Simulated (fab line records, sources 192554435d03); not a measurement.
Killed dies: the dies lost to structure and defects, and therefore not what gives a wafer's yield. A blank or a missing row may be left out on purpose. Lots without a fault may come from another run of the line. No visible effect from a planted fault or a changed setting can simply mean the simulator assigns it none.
Split-lot trial ; flow n5Finfet ; on a route of 1938 steps: 7 lots, 21 wafers read

## ABOUT THE SPLIT
At N5_SD_EPI_P_EPI_21 (deposits SiGe:B, time 355 s), the setting timeS was moved away from the recipe's 355 s on 8 of the 21 wafers read, by -14.0% to +12.5%. For the rest of the wafers, this setting stayed at what the recipe calls for.

## FROM THE SPLIT TO THE READING: what the file shows between them, 5 steps
- N5_SD_EPI_P_HM_STRIP_48: strips SiNx in H3PO4, material SiNx, target depth 3 nm
- N5_SD_EPI_P_SRD_49: time 30 s
- N5_SD_EPI_P_PRECLEAN_24: cleans in O3/DIW, time 45 s
- N5_SD_ACTIVATION_RTA_00: time 0 s
- N5_SD_ACTIVATION_LSA_01: time 0.0008 s

## THE READING
RS_SD_P (ohm/sq), read at N5_SD_ACTIVATION_RS_MEAS_03 with a four-point probe. On this fab line, fault-free wafers typically give 55.9 ohm/sq with a standard deviation of 0.92 ohm/sq.

wafer;tool, chamber at the split;timeS as run, s;against the recipe;RS_SD_P, ohm/sq;against lot-mates on the recipe
L077.1;epiRpcvd-04, 0;355;recipe;54.5;-
L077.2;epiRpcvd-04, 0;355;recipe;54.8;-
L077.3;epiRpcvd-04, 0;355;recipe;54.0;-
L082.2;epiRpcvd-01, 0;355;recipe;56.8;-
L082.3;epiRpcvd-01, 0;332.5;-6.3%;60.3;+3.5
L082.6;epiRpcvd-01, 0;332.5;-6.3%;59.6;+2.8
L084.3;epiRpcvd-01, 0;326.4;-8.1%;59.4;+2.1
L084.5;epiRpcvd-01, 0;355;recipe;57.3;-
L084.6;epiRpcvd-01, 0;326.4;-8.1%;58.3;+1.0
L085.1;epiRpcvd-03, 0;355;recipe;55.9;-
L085.5;epiRpcvd-03, 0;355;recipe;56.3;-
L085.6;epiRpcvd-03, 0;355;recipe;55.2;-
L087.2;epiRpcvd-04, 0;327.6;-7.7%;59.6;+3.2
L087.3;epiRpcvd-04, 0;355;recipe;56.4;-
L087.6;epiRpcvd-04, 0;327.6;-7.7%;60.8;+4.4
L089.2;epiRpcvd-01, 0;305.4;-14.0%;62.0;+5.5
L089.5;epiRpcvd-01, 0;355;recipe;56.8;-
L089.6;epiRpcvd-01, 0;355;recipe;56.1;-
L093.2;epiRpcvd-04, 0;355;recipe;55.3;-
L093.3;epiRpcvd-04, 0;355;recipe;57.2;-
L093.6;epiRpcvd-04, 0;399.4;+12.5%;51.9;-4.4

FIT RESULTS
A straight line over all 21 wafers: RS_SD_P changes by -0.425 ohm/sq for each +1% of timeS; r = -0.91; the points scatter about the line by 1.1 ohm/sq.
The same after taking each lot's own level away (the mean of its wafers on the recipe; 21 wafers): -0.371 ohm/sq for each +1%; r = -0.93; scatter 0.79 ohm/sq.
Per that fit: largest timeS move, reading shift of 5.2 ohm/sq.
Measured against the standard deviation above, the lots' own levels, which go from 54.43 to 57.30 ohm/sq, span 3.1 times it.
Thus the slope moves with the lot-to-lot level: the two fits are different.
Check: for one of the wafers moved furthest among these (-14.0%), held out of the fit, the line's prediction against its lot-mates is +5.12 ohm/sq. It came out at +5.55 ohm/sq against them.

## OTHER SPLITS ON THESE WAFERS
Before the reading, these wafers also passed through other splits. Each is held against what the fit with the lots' levels taken away leaves over:
other split on the same wafers;wafers away from the commonest value;r with RS_SD_P (lot level and that fit taken away)
N5_DUMMY_GATE_COAT_34 spinRpm;6;+0.09

## THE WHOLE CHAIN: every reading that the file lists as answering this split, in the file's order
step;what it does;reading;change (the file's fit);r (the file's)
N5_SD_EPI_P_EPI_21;deposits SiGe:B, time 355 s;SiGe-B_of_SD_EPI_P_EPI_21.thkNm (the simulator's own value, which no gauge read);+0.396 nm for each +1% of the setting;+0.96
N5_SD_EPI_P_HM_STRIP_48;strips SiNx in H3PO4, material SiNx, target depth 3 nm;SiGe-B_of_SD_EPI_P_EPI_21.thkNm (the simulator's own value, which no gauge read);+0.394 nm for each +1% of the setting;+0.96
N5_SD_ACTIVATION_RS_MEAS_03;measures by four-point-probe;RS_SD_P;-0.374 for each +1% of the setting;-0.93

## THE FILE'S OWN FIT
RS_SD_P changes by -0.374 ohm/sq for each +1% of timeS, r = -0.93.
